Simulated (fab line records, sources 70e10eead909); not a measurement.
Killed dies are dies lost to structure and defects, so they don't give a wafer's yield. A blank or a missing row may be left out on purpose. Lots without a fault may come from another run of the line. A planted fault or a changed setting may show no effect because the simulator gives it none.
A struck lot beside a sound one | flow nand_harc | 39 steps out of a route of 1302
Sound: wafers L912.1, L912.4, L912.6. Struck: wafers L925.2, L925.5, L925.6. The cause comes at the end.
At each step with rows: each side's tool, then ch and its chambers, then its first start. Under that, the readings that differ: sound wafers | struck wafers | difference of the means | sigmas: that difference in standard deviations of wafers without a fault.
alike: readings whose means differ by less than 2 such deviations, and words and numbers that are the same on both sides. not compared: withheld readings, readings that some wafer has no value for, bounds like >300 that may hide the same value, and numbers for which the record gives no deviation and whose values overlap.
The two part at a step that has a row with sigmas, a row that says differs or no value, or rows on one side only. Numbers that don't overlap but have no deviation are shown without sigmas and don't part them. A reading that every wafer of one side lacks parts them only if that side has two wafers or more.

first, 6 steps without rows for these wafers: NHARC_A_STAIRCASE_SOFTBAKE_212 (time 170 s); NHARC_A_STAIRCASE_EBR_213; NHARC_A_STAIRCASE_EXPOSE_214 (exposes mask STAIR 3); NHARC_A_STAIRCASE_PEB_215 (peb time 130 s); NHARC_A_STAIRCASE_DEVELOP_216 (time 140 s); NHARC_A_STAIRCASE_HARDBAKE_218 (time 140 s).
NHARC_A_STAIRCASE_DESCUM_219: chemistry O2, time 3 s.
  sound on rie_diel-09 ch 1,3, day 16 07:22; struck on rie_diel-12 ch 2,3, day 22 09:17
  alike: drypump_motor_current_A, oes_product_au, rf_vpp_V, showerhead_plenum_p_Torr, throttle_valve_pct
  not compared: rf_hours_counter_h
then, 2 steps without rows for these wafers: NHARC_A_STAIRCASE_TRIM_220 (chemistry O2, time 211.2 s); NHARC_A_STAIRCASE_ETCH_221 (etches the open film in C4F8/O2, target depth 100 nm, time 40.5 s).
NHARC_A_STAIRCASE_TRIM_222: chemistry O2, time 211.2 s.
  sound on rie_diel-09 ch 1,3; struck on rie_diel-12 ch 0,3
  reading                         | sound          | struck         | difference | sigmas
  showerhead_plenum_p_Torr (Torr) | 3.68 3.66 3.68 | 3.45 3.45 3.30 | -0.27      | -2
  alike: drypump_motor_current_A, oes_product_au, rf_vpp_V, throttle_valve_pct
  not compared: rf_hours_counter_h
then, 1 step without rows for these wafers: NHARC_A_STAIRCASE_ETCH_223 (etches the open film in C4F8/O2, target depth 100 nm, time 40.5 s).
NHARC_A_STAIRCASE_TRIM_224: chemistry O2, time 211.2 s.
  sound on rie_diel-09 ch 1, day 16 08:07; struck on rie_diel-12 ch 0,2,3, day 22 09:52
  reading                         | sound          | struck         | difference | sigmas
  showerhead_plenum_p_Torr (Torr) | 3.68 3.68 3.68 | 3.45 3.45 3.30 | -0.28      | -2
  alike: drypump_motor_current_A, oes_product_au, rf_vpp_V, throttle_valve_pct
  not compared: rf_hours_counter_h
NHARC_A_STAIRCASE_ETCH_225: etches the open film in C4F8/O2, target depth 100 nm, time 40.5 s.
  sound on rie_diel-09 ch 3; struck on rie_diel-12 ch 0,1
  reading      | sound       | struck      | difference | sigmas
  rf_vpp_V (V) | 901 901 901 | 893 891 887 | -11        | -2
  alike: oes_product_au
  not compared: rf_hours_counter_h
NHARC_A_STAIRCASE_TRIM_226: chemistry O2, time 211.2 s.
  sound on rie_diel-09 ch 3; struck on rie_diel-12 ch 0,3
  reading                         | sound          | struck         | difference | sigmas
  showerhead_plenum_p_Torr (Torr) | 3.66 3.66 3.66 | 3.45 3.30 3.45 | -0.26      | -2
  alike: drypump_motor_current_A, oes_product_au, rf_vpp_V, throttle_valve_pct
  not compared: rf_hours_counter_h
then, 4 steps without rows for these wafers: NHARC_A_STAIRCASE_ETCH_227 (etches the open film in C4F8/O2, target depth 100 nm, time 40.5 s); NHARC_A_STAIRCASE_TRIM_229 (chemistry O2, time 211.2 s); NHARC_A_STAIRCASE_ETCH_230 (etches the open film in C4F8/O2, target depth 100 nm, time 40.5 s); NHARC_A_STAIRCASE_TRIM_231 (chemistry O2, time 211.2 s).
NHARC_A_STAIRCASE_ETCH_232: etches the open film in C4F8/O2, target depth 100 nm, time 40.5 s.
  sound on rie_diel-09 ch 0,1,2; struck on rie_diel-12 ch 0,2,3
  alike: oes_product_au, rf_vpp_V
  not compared: rf_hours_counter_h
then, 19 steps without rows for these wafers: NHARC_A_STAIRCASE_TRIM_233 (chemistry O2, time 211.2 s); NHARC_A_STAIRCASE_ETCH_234 (etches the open film in C4F8/O2, target depth 100 nm, time 40.5 s); NHARC_A_STAIRCASE_TRIM_235 (chemistry O2, time 211.2 s); NHARC_A_STAIRCASE_ETCH_236 (etches the open film in C4F8/O2, target depth 100 nm, time 40.5 s); NHARC_A_STAIRCASE_STRIP_238 (strips in O2); NHARC_A_STAIRCASE_STRIP_239 (strips in SPM, time 900 s); NHARC_A_STAIRCASE_PRECLEAN_240 (cleans in SC1); NHARC_A_STAIRCASE_SRD_241; NHARC_A_STAIRCASE_DEHYDRATE_242 (time 120 s); NHARC_A_STAIRCASE_HMDS_243 (time 30 s); NHARC_A_STAIRCASE_COAT_244; NHARC_A_STAIRCASE_SOFTBAKE_245 (time 170 s); NHARC_A_STAIRCASE_EBR_246; NHARC_A_STAIRCASE_EXPOSE_247 (exposes mask SDS 1); NHARC_A_STAIRCASE_PEB_248 (peb time 130 s); NHARC_A_STAIRCASE_DEVELOP_249 (time 140 s); NHARC_A_STAIRCASE_HARDBAKE_251 (time 140 s); NHARC_A_STAIRCASE_DESCUM_252 (chemistry O2, time 3 s); NHARC_A_STAIRCASE_ETCH_253 (etches the open film in C4F8/O2, target depth 50 nm, time 20.2 s).
-- the record jumps here: 8 days lie between the struck wafers' starts before and after (it left off in module A_STAIRCASE and takes up again in module END, whose first step shown is number 1302 of the route) --
NHARC_END_SORT_01:
  the record has rows for the struck wafers here (prober-01 ch 0, day 30 17:40) and none for the sound ones

WHERE THEY PART
First at NHARC_A_STAIRCASE_TRIM_222; last, within this record, at NHARC_END_SORT_01.

WHY: what the simulator had put in
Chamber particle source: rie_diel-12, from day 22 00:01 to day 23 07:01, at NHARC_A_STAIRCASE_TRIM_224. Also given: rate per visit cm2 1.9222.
